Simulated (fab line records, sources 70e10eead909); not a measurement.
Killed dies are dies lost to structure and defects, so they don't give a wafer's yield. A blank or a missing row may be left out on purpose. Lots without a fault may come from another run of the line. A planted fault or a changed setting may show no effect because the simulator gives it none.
Chamber matching | flow nand_harc | NHARC_P_M0_CMP_23 on cmp-04: 4 sister chambers
The step polishes, t overpolish 20 s, target thk 117.53 nm. 18 wafers are shown with their chamber, then 9 later ones without.

WAFERS WITH THEIR CHAMBER
wafer  | chamber | motor_current_A (A) | time_to_endpoint_s (s) | slurry_filter_dp_kPa (kPa)
L074.2 | 2       | 12.3                | 29.6                   | 13.56
L074.3 | 3       | 14.2                | 27.9                   | 13.61
L074.4 | 0       | 11.8                | 34.3                   | 13.24
L075.1 | 0       | 11.4                | 34.9                   | 13.56
L075.3 | 1       | 12.2                | 27.2                   | 13.55
L075.4 | 3       | 14.0                | 32.8                   | 13.51
L076.1 | 1       | 12.0                | 25.0                   | 13.45
L076.3 | 3       | 14.2                | 31.7                   | 13.30
L076.6 | 3       | 13.6                | 32.0                   | 13.46
L078.2 | 3       | 14.1                | 29.3                   | 13.27
L078.5 | 3       | 13.7                | 30.0                   | 13.44
L078.6 | 0       | 11.0                | 34.5                   | 13.46
L083.3 | 1       | 11.8                | 27.0                   | 13.35
L083.4 | 3       | 13.9                | 31.2                   | 13.68
L083.5 | 1       | 11.5                | 27.5                   | 13.45
L085.2 | 0       | 12.1                | 36.4                   | 13.59
L085.3 | 2       | 12.1                | 30.7                   | 13.50
L085.4 | 3       | 13.9                | 31.5                   | 13.69

SIGNATURES (means of the wafers above)
reading              | chamber 0 | chamber 1 | chamber 2 | chamber 3 | scatter within a chamber
motor_current_A      | 11.575    | 11.875    | 12.200    | 13.950    | 0.306
time_to_endpoint_s   | 35.025    | 26.675    | 30.150    | 30.800    | 1.35
slurry_filter_dp_kPa | 13.4625   | 13.4500   | 13.5300   | 13.4950   | 0.14
Rule: a wafer's distance from a chamber is the root of the sum, over the readings, of the square of ((its reading less the chamber's mean) divided by the reading's scatter). The wafer belongs to the nearest chamber; if the next one is less than 2 further off, it can't be placed. The scatter: the root of (the sum of the squares of (reading less its chamber's mean) over the shown wafers, divided by (wafers less chambers)).

WAFERS WITHOUT THEIR CHAMBER
wafer  | motor_current_A (A) | time_to_endpoint_s (s) | slurry_filter_dp_kPa (kPa)
L087.2 | 12.4                | 29.6                   | 13.48
L087.3 | 12.3                | 25.6                   | 13.54
L087.4 | 13.3                | 29.5                   | 13.39
L088.2 | 13.5                | 31.1                   | 13.59
L088.5 | 11.9                | 24.4                   | 13.45
L088.6 | 11.7                | 29.8                   | 13.46
L090.1 | 13.0                | 30.2                   | 13.49
L090.3 | 11.8                | 35.0                   | 13.51
L090.4 | 12.5                | 31.8                   | 13.62

WHICH CHAMBER EACH WENT THROUGH
wafer  | from the rows above          | in truth
L087.2 | can't be placed: 2 or 1      | 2
L087.3 | can't be placed: 1 or 2      | 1
L087.4 | can't be placed: 3 or 2      | 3
L088.2 | 3                            | 3
L088.5 | 1                            | 1
L088.6 | can't be placed: 2 or 1      | 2
L090.1 | can't be placed: 2 or 3 or 1 | 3
L090.3 | 0                            | 0
L090.4 | 2                            | 2
Placed correctly: 4 of 9. Can't be placed from these rows: 5 (the true chamber is among the candidates in 5). Placed wrongly: 0.
